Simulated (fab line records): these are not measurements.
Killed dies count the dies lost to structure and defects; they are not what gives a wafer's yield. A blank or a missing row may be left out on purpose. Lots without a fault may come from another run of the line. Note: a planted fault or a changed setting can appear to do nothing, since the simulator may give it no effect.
The tool behind it: which one? + flow n5Finfet + 12 lots with 31 wafers sampled at 4 steps, on a route of 1938 steps

## WHAT EACH GAUGE READ, for each wafer
N5_PASSIVATION_OVL_MEAS_63. Usual: for PAD_OVL the level is -2 nm and the standard deviation is 6.5.
| lot  | measured     | on         | PAD_OVL (nm) | flag |
|------|--------------|------------|--------------|------|
| L384 | day 12 16:23 | overlay-02 | 6 3 -10      |      |
| L389 | day 13 16:22 | overlay-01 | -4 -6 -13    |      |
| L390 | day 14 03:19 | overlay-02 | 0 2 6        |      |
| L392 | day 14 18:56 | overlay-02 | 3 -1         |      |
| L395 | day 15 22:54 | overlay-02 | -7 6 -5      |      |
| L396 | day 16 03:30 | overlay-02 | -10 -4 -5    |      |
| L397 | day 16 21:13 | overlay-01 | 8 9 6        |      |
| L399 | day 17 08:59 | overlay-02 | -10 -15 -14  |      |
| L400 | day 17 08:56 | overlay-01 | 5 3 3        |      |
| L401 | day 17 13:18 | overlay-02 | -3           |      |
| L403 | day 17 14:44 | overlay-01 | -1           |      |
| L406 | day 18 23:49 | overlay-01 | 1 -11 -6     |      |

## WHICH TOOL RAN EACH LOT (tool, then ch and the chambers of the sampled wafers, then the start)
| lot  | N5_BEOL_M11_STRIP_19              | N5_PASSIVATION_PASS_ETCH_74       | N5_PASSIVATION_AL_DEP_21    |
|------|-----------------------------------|-----------------------------------|-----------------------------|
| L384 | rieDiel-04 ch 0,1, day 10 18:11   | rieDiel-04 ch 1,2, day 12 14:58   | pvdSputter-01, day 12 15:45 |
| L389 | rieDiel-06 ch 1,2,3, day 11 16:24 | rieDiel-04 ch 0,3, day 13 14:37   | pvdSputter-02, day 13 15:52 |
| L390 | rieDiel-04 ch 0,1,2, day 12 00:27 | rieDiel-06 ch 2,3, day 14 01:52   | pvdSputter-01, day 14 02:41 |
| L392 | rieDiel-06 ch 0,3, day 12 22:46   | rieDiel-06 ch 1,2, day 14 17:13   | pvdSputter-01, day 14 18:31 |
| L395 | rieDiel-06 ch 0,1,2, day 14 03:13 | rieDiel-04 ch 1,3, day 15 21:23   | pvdSputter-02, day 15 22:16 |
| L396 | rieDiel-02 ch 0,1,3, day 14 11:10 | rieDiel-06 ch 2,3, day 16 02:11   | pvdSputter-03, day 16 03:00 |
| L397 | rieDiel-06 ch 0,3, day 15 06:11   | rieDiel-06 ch 1,3, day 16 19:26   | pvdSputter-02, day 16 20:35 |
| L399 | rieDiel-06 ch 2,3, day 15 13:39   | rieDiel-02 ch 1,2, day 17 07:30   | pvdSputter-02, day 17 08:29 |
| L400 | rieDiel-02 ch 1,2, day 15 15:41   | rieDiel-06 ch 2,3, day 17 07:20   | pvdSputter-03, day 17 08:19 |
| L401 | rieDiel-06 ch 1, day 15 17:09     | rieDiel-02 ch 1, day 17 10:29     | pvdSputter-02, day 17 12:48 |
| L403 | rieDiel-06 ch 1, day 16 00:54     | rieDiel-06 ch 2, day 17 13:05     | pvdSputter-02, day 17 14:17 |
| L406 | rieDiel-04 ch 0,3, day 16 20:27   | rieDiel-02 ch 1,2,3, day 18 22:22 | pvdSputter-02, day 18 23:11 |
- N5_BEOL_M11_STRIP_19: strips in O2.
- N5_PASSIVATION_PASS_ETCH_74: etches SiNx in CF4/O2, target depth 220 nm, time 110 s.
- N5_PASSIVATION_AL_DEP_21: deposits Al, target thk 2800 nm, time 170 s.

## WHAT THE TOOLS THEMSELVES READ (means of the sampled wafers that have a number; where no wafer has one, the mark that the record gives instead)
N5_BEOL_M11_STRIP_19. Usual: drypumpMotorCurrentA 5.7 A, standard deviation 0.53; oesProductAu 0.76 a.u., standard deviation 0.08; rfVppV 3.7 V, standard deviation 0.56; showerheadPlenumPTorr 2.09 Torr, standard deviation 0.072; throttleValvePct 16.61 %, standard deviation 0.26.
| lot  | tool       | drypumpMotorCurrentA (A) | oesProductAu (a.u.) | rfVppV (V) | showerheadPlenumPTorr (Torr) | throttleValvePct (%) | flag |
|------|------------|--------------------------|---------------------|------------|------------------------------|----------------------|------|
| L384 | rieDiel-04 | 6.0                      | 0.72                | 4.2        | 2.15                         | 16.45                |      |
| L389 | rieDiel-06 | 5.6                      | 0.78                | 3.6        | 2.04                         | 16.52                |      |
| L390 | rieDiel-04 | 5.5                      | 0.71                | 3.4        | 2.15                         | 16.60                |      |
| L392 | rieDiel-06 | 5.6                      | 0.69                | 3.2        | 2.09                         | 16.93                |      |
| L395 | rieDiel-06 | 5.8                      | 0.77                | 4.0        | 2.10                         | 16.66                |      |
| L396 | rieDiel-02 | 6.0                      | 0.83                | 3.9        | 2.11                         | 16.33                |      |
| L397 | rieDiel-06 | 5.7                      | 0.70                | 3.6        | 2.12                         | 17.00                |      |
| L399 | rieDiel-06 | 5.5                      | 0.73                | 3.5        | 2.00                         | 16.75                |      |
| L400 | rieDiel-02 | 5.9                      | 0.77                | 3.9        | 2.06                         | 16.63                |      |
| L401 | rieDiel-06 | 5.4                      | 0.79                | 4.5        | 2.09                         | 16.27                |      |
| L403 | rieDiel-06 | 5.4                      | 0.80                | 4.0        | 2.09                         | 16.28                |      |
| L406 | rieDiel-04 | 5.5                      | 0.76                | 3.0        | 2.17                         | 16.63                |      |

N5_PASSIVATION_PASS_ETCH_74. Usual: drypumpMotorCurrentA 5.8 A, standard deviation 0.54; oesProductAu 0.78 a.u., standard deviation 0.1; rfVppV 237 V, standard deviation 5.9; showerheadPlenumPTorr 2.21 Torr, standard deviation 0.078; throttleValvePct 15.92 %, standard deviation 0.23.
| lot  | tool       | drypumpMotorCurrentA (A) | oesProductAu (a.u.) | rfVppV (V) | showerheadPlenumPTorr (Torr) | throttleValvePct (%) | flag |
|------|------------|--------------------------|---------------------|------------|------------------------------|----------------------|------|
| L384 | rieDiel-04 | 5.8                      | 0.70                | 240        | 2.28                         | 15.98                |      |
| L389 | rieDiel-04 | 5.5                      | 0.79                | 235        | 2.30                         | 15.96                |      |
| L390 | rieDiel-06 | 5.8                      | 0.80                | 234        | 2.13                         | 16.05                |      |
| L392 | rieDiel-06 | 5.8                      | 0.81                | 234        | 2.17                         | 15.88                |      |
| L395 | rieDiel-04 | 6.0                      | 0.82                | 242        | 2.32                         | 15.83                |      |
| L396 | rieDiel-06 | 5.9                      | 0.78                | 235        | 2.12                         | 16.09                |      |
| L397 | rieDiel-06 | 5.2                      | 0.72                | 234        | 2.12                         | 15.90                |      |
| L399 | rieDiel-02 | 5.5                      | 0.84                | 242        | 2.19                         | 15.68                |      |
| L400 | rieDiel-06 | 5.9                      | 0.76                | 234        | 2.12                         | 16.10                |      |
| L401 | rieDiel-02 | 5.1                      | 0.90                | 249        | 2.25                         | 15.45                |      |
| L403 | rieDiel-06 | 6.2                      | 0.81                | 234        | 2.14                         | 16.15                |      |
| L406 | rieDiel-02 | 6.0                      | 0.91                | 239        | 2.25                         | 15.61                |      |

N5_PASSIVATION_AL_DEP_21. Usual: throttleValvePct at 30.0 %, with a standard deviation of 0.76.
| lot  | tool          | throttleValvePct (%) | flag |
|------|---------------|----------------------|------|
| L384 | pvdSputter-01 | 29.4                 |      |
| L389 | pvdSputter-02 | 30.2                 |      |
| L390 | pvdSputter-01 | 29.7                 |      |
| L392 | pvdSputter-01 | 30.4                 |      |
| L395 | pvdSputter-02 | 30.2                 |      |
| L396 | pvdSputter-03 | 29.8                 |      |
| L397 | pvdSputter-02 | 29.9                 |      |
| L399 | pvdSputter-02 | 30.0                 |      |
| L400 | pvdSputter-03 | 30.6                 |      |
| L401 | pvdSputter-02 | 29.6                 |      |
| L403 | pvdSputter-02 | 30.0                 |      |
| L406 | pvdSputter-02 | 29.9                 |      |

## THE ANSWER, worked out from the rows above alone
Rule: lot off if the mean of its wafers having a number is beyond 3 standard deviations from the usual mean. Also off: a lot with no number at a reading for which 4 or more lots have one. All remaining lots with rows at the step are treated as sound. The gauges are gone through in route order, then the tools' own readings, and for those a lot's mean is taken as printed above. At the first step where some lot is off, the reading lying furthest off is the one used; lots without a number count as furthest.
No lot is off at any reading shown: from this, nothing can be told.

## WHAT THE SIMULATOR HAD INSERTED
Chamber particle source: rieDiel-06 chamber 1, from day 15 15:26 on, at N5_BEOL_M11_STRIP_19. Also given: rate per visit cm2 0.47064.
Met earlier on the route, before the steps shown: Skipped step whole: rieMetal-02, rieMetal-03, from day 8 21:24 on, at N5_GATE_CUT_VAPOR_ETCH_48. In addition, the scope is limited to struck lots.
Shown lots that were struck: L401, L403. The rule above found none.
